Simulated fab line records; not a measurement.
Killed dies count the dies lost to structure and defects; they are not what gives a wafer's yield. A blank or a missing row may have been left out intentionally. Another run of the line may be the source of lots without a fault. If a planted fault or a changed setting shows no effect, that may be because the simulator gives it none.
fab line records    flow n5_finfet
record lots=7  wafers=20  last_day=17
route steps=1938 shown MIM_TOP_LITHO@1840 MIM_TOP_ETCH@1851 PASSIVATION@1936
lots that met no fault: from a run of the same line without faults
start_h: hours from the record's first day to the start of the lot's first wafer shown    wait_h: hours from the lot's prior step to this one    " identical to the entry in the row above    L1.1+2: a single row standing in for several wafers    - no value, or no start was given    * or withheld: withheld    < > ~ a bound
route shown NAME@n: a module of which the file shows steps, and the number in the route of the first    usual: mean/standard deviation taken from wafers without a fault    same: alike in all rows    chamber/n: place in a boat    sites: readings site by site    _std_site: standard deviation across them    _edge_site: mean of outer sites minus mean of inner sites    radius_mm: how far each site lies from the wafer's centre    mask NAME#n: copy n    behind: the most recent tool/chamber to have shaped the wafer    hold: why the lot went on hold/how many hours it stayed there/how the hold came to an end    device: which transistor (n, p or np) failed to switch    end of line: at the end of the route, the tests of the same wafers    a step with no rows: only its recipe    killed: dies lost to structure and defects at the first sort, not the wafer's yield    map: dies across one wafer; x = killed, . = not, _ = none there
set.NAME: the setting as run; set.NAME@STEP: as run at that earlier step    model.NAME: the simulator's own value behind a step, which no gauge read
lots at some steps of the route; a table a step, a row a wafer
services: when a tool's chamber went out of use (start_h, in hours from the record's first day, below 0 if earlier), for how many hours, and the reason
## steps
# step N5_MIM_TOP_LITHO_COAT_02
# recipe spin_rpm=*  resist_thk_nm=*
# step N5_MIM_TOP_LITHO_EBR_04
# recipe solvent=PGMEA  ebr_width_mm=1.5
# step N5_MIM_TOP_LITHO_SOFTBAKE_03
# recipe temp_c=100  time_s=90
# step N5_MIM_TOP_LITHO_EXPOSE_05
# recipe mask_id=MIM_TOP  na=0.55  source_shape=conventional  sigma_outer=0.8  polarization=unpolarized  target_cd_nm=2000  dose_mj=20.5
# step N5_MIM_TOP_LITHO_PEB_06
# recipe peb_temp_c=withheld  peb_time_s=*
# step N5_MIM_TOP_LITHO_DEVELOP_07
# recipe develop_time_s=60  rinse_liquid=diw  dry=air_spin  dev_temp_c=21
# step N5_MIM_TOP_LITHO_HARDBAKE_09
# recipe temp_c=130  time_s=120
# step N5_MIM_TOP_LITHO_CD_MEAS_08
# recipe target_cd_nm=2000  landing_energy_ev=500  detector=se_inlens
# usual cd_nm=2000.6/2.3
lot.wafer  tool       chamber  start_h  wait_h  cd_nm
L117.1     cd_sem-01  0        275.67   -       2000.9
L117.4     "          0        "        "       2002.0
L117.5     "          0        "        "       1998.5
L123.1     cd_sem-02  0        307.71   -       2002.5
L123.4     "          0        "        "       2000.0
L123.5     "          0        "        "       2001.4
L130.3     cd_sem-03  0        354.94   -       2005.7
L130.4     "          0        "        "       2000.6
L130.5     "          0        "        "       2003.8
L132.1     cd_sem-01  0        366.02   -       2000.2
L132.5     "          0        "        "       2005.1
L132.6     "          0        "        "       1999.8
L131.4     cd_sem-03  0        366.84   -       1998.1
L131.5     "          0        "        "       1996.0
L133.1     cd_sem-02  0        379.43   -       1998.0
L133.2     "          0        "        "       1999.2
L133.5     "          0        "        "       1998.8
L136.1     cd_sem-02  0        401.61   -       2001.6
L136.3     "          0        "        "       1999.1
L136.5     "          0        "        "       2005.4
# step N5_MIM_TOP_LITHO_OVL_MEAS_11
# recipe points_per_wafer=44
# usual MIM_TOP_OVL=2/4.8
lot.wafer  tool        chamber  start_h  wait_h  MIM_TOP_OVL[nm]
L117.1     overlay-02  0        275.70   0.0     -7
L117.4     "           0        "        "       -5
L117.5     "           0        "        "       -5
L123.1     overlay-02  0        307.74   0.0     0
L123.4     "           0        "        "       0
L123.5     "           0        "        "       5
L130.3     overlay-02  0        354.97   0.0     2
L130.4     "           0        "        "       3
L130.5     "           0        "        "       4
L132.1     overlay-01  0        366.05   0.0     0
L132.5     "           0        "        "       2
L132.6     "           0        "        "       -6
L131.4     overlay-02  0        366.86   0.0     -2
L131.5     "           0        "        "       4
L133.1     overlay-02  0        379.47   0.0     7
L133.2     "           0        "        "       1
L133.5     "           0        "        "       -1
L136.1     overlay-01  0        401.64   0.0     1
L136.3     "           0        "        "       9
L136.5     "           0        "        "       5
# step N5_MIM_TOP_LITHO_INSPECT_12
# recipe mode=adi  inspect_instrument=macro
# usual raw_defect_count=2.2/1.6
lot.wafer  tool               chamber  start_h  wait_h  raw_defect_count
L117.1     defect_inspect-02  -        275.73   0.0     2
L117.4     "                  -        "        "       5
L117.5     "                  -        "        "       0
L123.1     defect_inspect-02  -        307.77   0.0     3
L123.4     "                  -        "        "       4
L123.5     "                  -        "        "       2
L130.3     defect_inspect-02  -        354.99   0.0     1
L130.4     "                  -        "        "       3
L130.5     "                  -        "        "       4
L132.1     defect_inspect-01  -        366.07   0.0     4
L132.5     "                  -        "        "       3
L132.6     "                  -        "        "       3
L131.4     defect_inspect-01  -        366.89   0.0     3
L131.5     "                  -        "        "       2
L133.1     defect_inspect-01  -        379.49   0.0     4
L133.2     "                  -        "        "       3
L133.5     "                  -        "        "       7
L136.1     defect_inspect-01  -        401.66   0.0     2
L136.3     "                  -        "        "       1
L136.5     "                  -        "        "       5
# step N5_MIM_TOP_LITHO_DESCUM_10
# recipe chemistry=O2  time_s=7.9  source_power_w=50  bias_power_w=20  pressure_mtorr=20  rf_frequency_hz=2.712e+07  temp_c=40  o2_flow_sccm=225
# usual drypump_motor_current_A=5.8/0.51  oes_product_au=0.78/0.079  rf_vpp_V=242.8/0.92  showerhead_plenum_p_Torr=2.07/0.042  throttle_valve_pct=20.55/0.19
lot.wafer  tool         chamber  start_h  wait_h  drypump_motor_current_A  oes_product_au  rf_hours_counter_h  rf_vpp_V  showerhead_plenum_p_Torr  throttle_valve_pct
L117.1     rie_diel-05  0        275.76   0.0     5.1                      0.83            98                  243.2     2.02                      20.36
L117.4     "            3        "        "       5.0                      0.89            60                  241.9     2.03                      20.28
L117.5     "            2        "        "       6.7                      0.70            -                   243.1     2.05                      20.90
L123.1     rie_diel-04  3        307.99   0.2     6.0                      0.87            69                  243.6     2.03                      20.28
L123.4     "            2        "        "       5.4                      0.86            57                  243.4     2.06                      20.29
L123.5     "            1        "        "       5.4                      0.82            -                   242.4     2.12                      20.56
L130.3     rie_diel-01  2        355.02   0.0     5.3                      0.70            197                 244.4     2.15                      20.47
L130.4     "            1        "        "       5.8                      0.92            23                  242.9     2.06                      20.83
L130.5     "            2        "        "       5.3                      0.71            -                   244.3     2.15                      20.47
L132.1     rie_diel-01  1        366.12   0.0     5.7                      0.90            27                  241.5     2.06                      20.83
L132.5     "            0        "        "       6.3                      0.71            -                   243.6     2.09                      20.62
L132.6     "            1        "        "       5.7                      0.91            -                   242.4     2.06                      20.83
L131.4     rie_diel-01  0        367.02   0.1     6.3                      0.71            210                 242.2     2.09                      20.60
L131.5     "            3        "        "       6.0                      0.75            -                   243.5     2.07                      20.53
L133.1     rie_diel-01  3        379.65   0.2     6.0                      0.74            171                 243.7     2.06                      20.54
L133.2     "            2        "        "       5.3                      0.70            206                 243.5     2.14                      20.49
L133.5     "            3        "        "       6.0                      0.74            -                   242.2     2.06                      20.54
L136.1     rie_diel-01  2        401.69   0.0     5.3                      0.69            214                 243.0     2.14                      20.49
L136.3     "            1        "        "       5.8                      0.89            40                  243.4     2.06                      20.85
L136.5     "            2        "        "       5.3                      0.69            -                   244.8     2.14                      20.49
# step N5_MIM_TOP_ETCH_ETCH_00
# recipe chemistry=Cl2/BCl3  target=TiN  target_depth_a=385  ion_energy_ev=150  pressure_mtorr=10  icp_w=1000  bias_w=126  Cl2_flow_sccm=53.25  bcl3_flow_sccm=21.75  Ar_flow_sccm=25
# usual drypump_motor_current_A=5.97/0.26  mfc_ar_sccm=25.01/0.071  oes_product_au=0.78/0.049  throttle_valve_pct=22.82/0.14
lot.wafer  tool          chamber  start_h  wait_h  drypump_motor_current_A  mfc_ar_sccm  oes_product_au  rf_hours_counter_h  throttle_valve_pct
L117.1     rie_metal-02  0        275.85   0.1     6.01                     24.90        0.74            69                  22.62
L117.4     "             1        "        "       5.65                     24.96        0.93            -                   23.05
L117.5     "             1        "        "       5.67                     24.99        0.92            -                   23.04
L123.1     rie_metal-01  0        308.07   0.1     6.32                     24.97        0.80            26                  22.90
L123.4     "             1        "        "       6.02                     25.03        0.74            -                   22.70
L123.5     "             1        "        "       6.03                     25.01        0.74            -                   22.72
L130.3     rie_metal-01  0        355.15   0.1     6.32                     24.99        0.80            -                   22.90
L130.4     "             1        "        "       6.02                     24.91        0.73            -                   22.70
L130.5     "             0        "        "       6.31                     25.09        0.79            -                   22.90
L132.1     rie_metal-02  0        366.20   0.1     6.02                     25.05        0.72            75                  22.63
L132.5     "             0        "        "       6.07                     25.02        0.72            -                   22.63
L132.6     "             1        "        "       5.67                     24.90        0.84            -                   23.08
L131.4     rie_metal-01  0        367.15   0.1     6.32                     25.04        0.79            -                   22.90
L131.5     "             0        "        "       6.32                     25.06        0.79            -                   22.90
L133.1     rie_metal-01  1        379.74   0.1     6.03                     24.98        0.74            64                  22.70
L133.2     "             0        "        "       6.31                     25.14        0.80            32                  22.91
L133.5     "             0        "        "       6.31                     25.10        0.79            -                   22.90
L136.1     rie_metal-01  0        401.78   0.1     6.32                     24.91        0.79            34                  22.92
L136.3     "             1        "        "       6.00                     25.05        0.72            -                   22.72
L136.5     "             1        "        "       5.99                     24.98        0.72            -                   22.70
# step N5_MIM_TOP_ETCH_STRIP_01
# recipe chemistry=O2  power_w=600  temp_c=60  pressure_mtorr=30  rf_frequency_hz=6e+07  bias_power_w=0  overash_fraction=0.5  o2_flow_sccm=225
# usual drypump_motor_current_A=5.6/0.53  oes_product_au=0.83/0.095  rf_vpp_V=3.6/1.5  showerhead_plenum_p_Torr=2.10/0.095  temp_c=60.01/0.11  throttle_valve_pct=16.67/0.23
lot.wafer  tool         chamber  start_h  wait_h  drypump_motor_current_A  oes_product_au  rf_hours_counter_h  rf_vpp_V  showerhead_plenum_p_Torr  temp_c  throttle_valve_pct
L117.1     rie_diel-02  3        275.99   0.1     6.0                      0.90            31                  2.7       2.13                      60.02   16.32
L117.4     "            2        "        "       5.6                      0.82            107                 4.6       2.02                      60.06   16.69
L117.5     "            3        "        "       6.1                      0.90            -                   2.7       2.13                      60.11   16.28
L123.1     rie_diel-06  1        308.27   0.2     5.4                      0.75            145                 3.9       2.17                      59.95   16.49
L123.4     "            1        "        "       5.4                      0.74            -                   2.5       2.17                      60.01   16.57
L123.5     "            0        "        "       6.3                      0.99            -                   0.7       2.22                      60.11   16.67
L130.3     rie_diel-02  3        355.25   0.1     6.0                      0.86            49                  2.5       2.12                      58.84   16.34
L130.4     "            0        "        "       5.7                      0.70            -                   1.6       1.92                      58.75   17.07
L130.5     "            2        "        "       5.7                      0.78            -                   1.9       2.01                      58.87   16.76
L132.1     rie_diel-02  2        366.39   0.1     5.7                      0.79            136                 2.0       2.01                      58.82   16.72
L132.5     "            1        "        "       5.4                      0.88            -                   2.9       2.06                      58.83   16.74
L132.6     "            0        "        "       5.7                      0.70            -                   2.7       1.92                      58.99   17.08
L131.4     rie_diel-03  2        367.27   0.1     5.3                      0.80            -                   1.8       2.03                      60.14   16.91
L131.5     "            3        "        "       6.5                      0.91            -                   6.0       2.23                      59.94   16.42
L133.1     rie_diel-02  2        379.88   0.1     5.6                      0.79            140                 3.3       2.01                      58.86   16.79
L133.2     "            3        "        "       6.0                      0.85            55                  1.5       2.12                      58.72   16.37
L133.5     "            2        "        "       5.6                      0.79            -                   3.9       2.01                      58.77   16.79
L136.1     rie_diel-06  3        401.98   0.2     4.8                      0.78            159                 4.5       2.09                      60.05   16.85
L136.3     "            2        "        "       4.7                      0.88            39                  6.0       2.05                      60.05   16.58
L136.5     "            2        "        "       4.7                      0.90            -                   3.3       2.05                      60.06   16.60
# step N5_MIM_TOP_ETCH_PECVD_03
# recipe material=SiNx  target_thk_a=200  temp_c=400  precursor=SiH4/NH3/N2  pressure_torr=1.5  rf_w=300  time_s=17.6
# usual heater_power_w=757/92  showerhead_plenum_p_Torr=5.12/0.063  throttle_valve_pct=40.8/1.6
lot.wafer  tool      chamber  start_h  wait_h  heater_power_w  showerhead_plenum_p_Torr  throttle_valve_pct
L117.1     pecvd-02  1        276.05   -       787             5.09                      40.7
L117.4     "         0        "        "       933             5.19                      41.4
L117.5     "         1        "        "       790             5.08                      40.7
L123.1     pecvd-02  1        308.34   -       823             5.09                      40.6
L123.4     "         2        "        "       724             5.05                      37.0
L123.5     "         1        "        "       823             5.10                      40.4
L130.3     pecvd-03  1        355.34   -       852             5.04                      40.7
L130.4     "         2        "        "       638             5.15                      40.0
L130.5     "         1        "        "       826             5.02                      40.5
L132.1     pecvd-03  1        366.45   -       746             5.05                      40.5
L132.5     "         1        "        "       753             5.04                      40.7
L132.6     "         2        "        "       697             5.15                      40.2
L131.4     pecvd-04  1        367.35   -       894             5.18                      39.7
L131.5     "         1        "        "       886             5.19                      40.1
L133.1     pecvd-03  2        379.94   -       696             5.16                      40.1
L133.2     "         0        "        "       600             5.21                      43.6
L133.5     "         2        "        "       682             5.15                      40.3
L136.1     pecvd-02  0        402.04   -       909             5.17                      42.3
L136.3     "         1        "        "       837             5.08                      40.5
L136.5     "         1        "        "       840             5.08                      40.6
# step N5_PASSIVATION_PROBE_49
# usual defect_limited_yield=91.2/1.4  killed_at_M0_to_M3=32/9.3  killed_at_M4_up=14/4.9  killed_at_contacts=15/7.5  killed_at_front_end=40/11  killed_at_other=4/3.3  killed_dies=104/17  killed_open=68/14  killed_short=33/7.9  sort_bin_5_function=5.2/0.99  sort_bin_6_memory=3.2/0.65  sort_bin_8_speed=0.03/0.19  sort_n_pass=1076/17  sort_yield_pct=91.1/1.5
# same gross_dies=1180  killed_at_back_side=0  sort_bin_4_leakage[%]=0
lot.wafer  tool       chamber  start_h  wait_h  defect_limited_yield[%]  killed_at_M0_to_M3  killed_at_M4_up  killed_at_contacts  killed_at_front_end  killed_at_other  killed_dies  killed_open  killed_short  sort_bin_5_function[%]  sort_bin_6_memory[%]  sort_bin_8_speed[%]  sort_n_pass  sort_yield_pct[%]
L117.1     prober-02  -        285.06   0.0     90.0                     42                  22               6                   43                   5                118          71           46            6.0                     3.1                   0                    1062         90.0
L117.4     prober-02  -        285.21   0.2     91.4                     35                  12               10                  42                   2                101          65           36            4.6                     3.5                   0                    1079         91.4
L117.5     prober-02  -        285.26   0.2     90.6                     31                  15               5                   57                   3                111          73           38            5.0                     3.7                   0                    1069         90.6
L123.1     prober-02  -        319.79   0.0     89.7                     40                  11               16                  44                   10               121          90           26            6.1                     3.6                   0                    1059         89.7
L123.5     prober-02  -        319.99   0.2     89.7                     54                  7                23                  34                   4                122          84           38            6.3                     3.6                   0                    1058         89.7
L130.3     prober-01  -        365.96   0.1     91.9                     30                  8                21                  33                   4                96           64           28            4.9                     3.1                   0                    1084         91.9
L130.4     prober-01  -        366.01   0.2     88.5                     30                  15               9                   52                   30               136          66           26            6.5                     3.4                   0                    1044         88.5
L130.5     prober-01  -        366.06   0.2     86.9                     25                  13               14                  44                   59               155          64           33            10.5                    2.1                   0                    1025         86.9
L132.1     prober-02  -        374.93   0.0     91.6                     22                  9                6                   53                   9                99           61           25            4.0                     3.2                   0                    1081         91.6
L132.5     prober-02  -        375.13   0.2     91.9                     29                  8                8                   48                   3                96           68           27            4.5                     3.3                   0                    1084         91.9
L132.6     prober-02  -        375.18   0.3     91.6                     20                  10               9                   59                   1                99           55           37            4.2                     3.1                   0                    1081         91.6
L133.1     prober-01  -        390.69   0.0     91.8                     45                  4                4                   43                   1                97           56           41            4.3                     3.4                   0                    1083         91.8
L133.2     prober-01  -        390.74   0.1     92.1                     30                  11               16                  35                   1                93           62           31            4.5                     3.4                   0                    1087         92.1
L133.5     prober-01  -        390.89   0.2     90.5                     41                  12               8                   47                   4                112          63           37            4.7                     3.2                   0                    1068         90.5
L136.1     prober-02  -        414.52   0.0     92.0                     30                  25               4                   34                   1                94           64           28            5.3                     2.1                   0                    1086         92.0
L136.3     prober-02  -        414.62   0.1     90.1                     28                  15               22                  49                   3                117          92           22            6.4                     3.3                   0                    1063         90.1
L136.5     prober-02  -        414.72   0.2     90.2                     34                  13               18                  49                   2                116          80           31            5.9                     3.6                   0                    1064         90.2
# killed by level:class
L117.1 FIN_SAQP:geometric_particle:short=12 BEOL_M2:geometric_particle:open=11 BEOL_M4:geometric_particle:open=11 FIN_SAQP:geometric_particle:open=7 BEOL_M0_SAQP:geometric_particle:short=7 ILD0:geometric_particle:open=6 BEOL_M1:geometric_particle:open=6 MOL_CONTACT_COAG:geometric_particle:open=5
L117.4 BEOL_M2:geometric_particle:open=13 FIN_SAQP:geometric_particle:short=12 FIN_SAQP:geometric_particle:open=7 STI_FIN_REVEAL:geometric_particle:open=7 MOL_CONTACT_COAG:geometric_particle:open=7 BEOL_M4:geometric_particle:open=6 BEOL_M0_SAQP:geometric_particle:short=5 ILD0:geometric_particle:short=4
L117.5 GATE_CUT:geometric_particle:open=11 FIN_SAQP:geometric_particle:short=10 BEOL_M2:geometric_particle:open=9 FIN_SAQP:geometric_particle:open=7 STARTING-WAFER:geometric_particle:short=6 BEOL_M0_SAQP:geometric_particle:open=5 BEOL_M3:geometric_particle:open=5 BEOL_M4:geometric_particle:open=5
L123.1 MOL_CONTACT_COAG:geometric_particle:open=15 BEOL_M3:geometric_particle:open=13 BEOL_M0_SAQP:geometric_particle:open=11 STI_FIN_REVEAL:geometric_particle:open=9 FIN_SAQP:geometric_particle:open=8 BEOL_M0_SAQP:geometric_particle:short=7 DUMMY_GATE:geometric_particle:open=5 BEOL_M4:geometric_particle:open=5
L123.5 BEOL_M3:geometric_particle:open=30 MOL_CONTACT_COAG:geometric_particle:open=15 FIN_SAQP:geometric_particle:open=9 BEOL_M3:geometric_particle:short=9 MOL_CONTACT_COAG:geometric_particle:short=8 GATE_CUT:geometric_particle:short=6 STI_FIN_REVEAL:geometric_particle:open=5 BEOL_M0_SAQP:geometric_particle:open=4
L130.3 MOL_CONTACT_COAG:geometric_particle:open=19 BEOL_M0_SAQP:geometric_particle:short=9 STI_FIN_REVEAL:geometric_particle:open=7 BEOL_M0_SAQP:geometric_particle:open=7 BEOL_M3:geometric_particle:open=6 FIN_SAQP:geometric_particle:open=5 GATE_CUT:geometric_particle:open=4 BEOL_M0:geometric_particle:open=4
L130.4 PASSIVATION:area_etch=27 HKMG_FIN:area_etch=16 STI_FIN_REVEAL:geometric_particle:open=12 BEOL_M4:geometric_particle:open=9 BEOL_M0_SAQP:geometric_particle:short=8 MOL_CONTACT_COAG:geometric_particle:open=7 BEOL_M0_SAQP:geometric_particle:open=6 BEOL_M0:geometric_particle:open=5
L130.5 PASSIVATION:area_etch=57 STI_FIN_REVEAL:geometric_particle:open=13 MOL_CONTACT_COAG:geometric_particle:open=11 BEOL_M0_SAQP:geometric_particle:open=9 BEOL_M4:geometric_particle:open=9 BEOL_M0_SAQP:geometric_particle:short=8 GATE_CUT:geometric_particle:short=7 DUMMY_GATE:geometric_particle:open=6
L132.1 FIN_SAQP:geometric_particle:open=11 STI_FIN_REVEAL:geometric_particle:open=7 PASSIVATION:area_etch=7 BEOL_M0_SAQP:geometric_particle:open=6 ILD0:geometric_particle:open=5 BEOL_M0_SAQP:geometric_particle:short=5 MOL_CONTACT_COAG:geometric_particle:open=5 BEOL_M3:geometric_particle:open=5
L132.5 FIN_SAQP:geometric_particle:open=14 FIN_SAQP:geometric_particle:short=9 MOL_CONTACT_COAG:geometric_particle:open=8 BEOL_M1:geometric_particle:open=7 ILD0:geometric_particle:open=7 STI_FIN_REVEAL:geometric_particle:open=6 BEOL_M3:geometric_particle:open=6 BEOL_M2:geometric_particle:open=5
L132.6 FIN_SAQP:geometric_particle:short=13 FIN_SAQP:geometric_particle:open=10 STI_FIN_REVEAL:geometric_particle:open=7 HKMG_FIN:area_etch=7 MOL_CONTACT_COAG:geometric_particle:open=6 BEOL_M4:geometric_particle:open=6 DUMMY_GATE:geometric_particle:short=5 GATE_CUT:geometric_particle:open=4
L133.1 BEOL_M0_SAQP:geometric_particle:short=16 BEOL_M0_SAQP:geometric_particle:open=11 FIN_SAQP:geometric_particle:open=9 FIN_SAQP:geometric_particle:short=8 STI_FIN_REVEAL:geometric_particle:open=7 BEOL_M3:geometric_particle:open=6 STI_FIN_REVEAL:geometric_particle:short=5 GATE_CUT:geometric_particle:short=5
L133.2 MOL_CONTACT_COAG:geometric_particle:open=11 BEOL_M0_SAQP:geometric_particle:short=11 STI_FIN_REVEAL:geometric_particle:open=10 FIN_SAQP:geometric_particle:open=9 BEOL_M0_SAQP:geometric_particle:open=9 BEOL_M2:geometric_particle:open=6 FIN_SAQP:geometric_particle:short=5 MOL_CONTACT_COAG:geometric_particle:short=5
L133.5 BEOL_M0_SAQP:geometric_particle:open=14 FIN_SAQP:geometric_particle:short=12 HKMG_FIN:area_etch=12 STI_FIN_REVEAL:geometric_particle:open=9 BEOL_M2:geometric_particle:open=8 MOL_CONTACT_COAG:geometric_particle:open=7 BEOL_M0_SAQP:geometric_particle:short=5 BEOL_M1:geometric_particle:open=4
L136.1 BEOL_M4:geometric_particle:open=15 FIN_SAQP:geometric_particle:open=8 BEOL_M0_SAQP:geometric_particle:short=8 BEOL_M0_SAQP:geometric_particle:open=5 STI_FIN_REVEAL:geometric_particle:open=4 MOL_CONTACT_COAG:geometric_particle:open=4 BEOL_M1:geometric_particle:open=4 BEOL_M2:geometric_particle:open=4
L136.3 MOL_CONTACT_COAG:geometric_particle:open=19 STI_FIN_REVEAL:geometric_particle:open=17 BEOL_M2:geometric_particle:open=11 GATE_CUT:geometric_particle:open=7 FIN_SAQP:geometric_particle:short=6 FIN_SAQP:geometric_particle:open=6 BEOL_M5:geometric_particle:open=6 BEOL_M4:geometric_particle:open=5
L136.5 STI_FIN_REVEAL:geometric_particle:open=15 MOL_CONTACT_COAG:geometric_particle:open=13 BEOL_M2:geometric_particle:open=11 FIN_SAQP:geometric_particle:open=8 GATE_CUT:geometric_particle:short=6 MOL_CONTACT_COAG:geometric_particle:short=5 BEOL_M0_SAQP:geometric_particle:open=5 BEOL_M4:geometric_particle:open=5
## services
tool          chamber  start_h  hours  kind
rie_diel-03   0        274.83   3.8    repair
rie_diel-06   3        276.39   6.5    repair
rie_diel-02   3        277.39   11.6   repair
pecvd-02      1        288.13   5.0    repair
rie_metal-02  0        288.25   18.7   repair
rie_diel-06   3        289.56   18.8   repair
pecvd-03      2        292.78   6.0    repair
rie_diel-02   3        297.64   18.1   repair
rie_diel-05   2        298.44   8.7    repair
rie_diel-02   1        303.65   4.8    repair
rie_diel-06   1        313.27   20.2   repair
rie_diel-01   2        319.59   4.7    repair
rie_diel-02   0        320.60   12.9   repair
rie_diel-05   3        327.61   10.9   repair
rie_diel-03   2        336.02   2.5    repair
rie_diel-01   -        342.20   0.2    repair
rie_diel-03   1        354.76   13.3   repair
rie_diel-05   -        357.67   2.8    pm
rie_metal-01  -        360.14   0.3    repair
rie_diel-03   0        362.06   14.1   repair
pecvd-02      0        366.98   3.3    repair
pecvd-03      1        377.25   5.0    repair
rie_diel-02   2        380.92   7.2    repair
pecvd-04      1        386.35   3.7    repair
## key
first_sign step=N5_MIM_TOP_ETCH_STRIP_01  reading=temp_c  direction=down  sigmas=10  usual=*  struck=*
effect none on later readings
met_at N5_MIM_TOP_ETCH_STRIP_01
struck_wafers L130.3,L130.4,L130.5,L132.1,L132.5,L132.6,L133.1,L133.2,L133.5
baseline_loss step=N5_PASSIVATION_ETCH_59  wafers=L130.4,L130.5
baseline_loss step=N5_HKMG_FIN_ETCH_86  wafers=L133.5
onset_between 275.99 355.25
fault kind=process_parameter_drift  tool=rie_diel-02  chamber=-  onset_h=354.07  steps=N5_MIM_TOP_ETCH_STRIP_01  channel=temp_c  offset=*  shape=step  end_h=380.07  acts_in=*  stated=*
# baseline_loss: these wafers lose ten dies or more at that step, a loss of the line's own and not of a fault; the sort's usual values leave them out
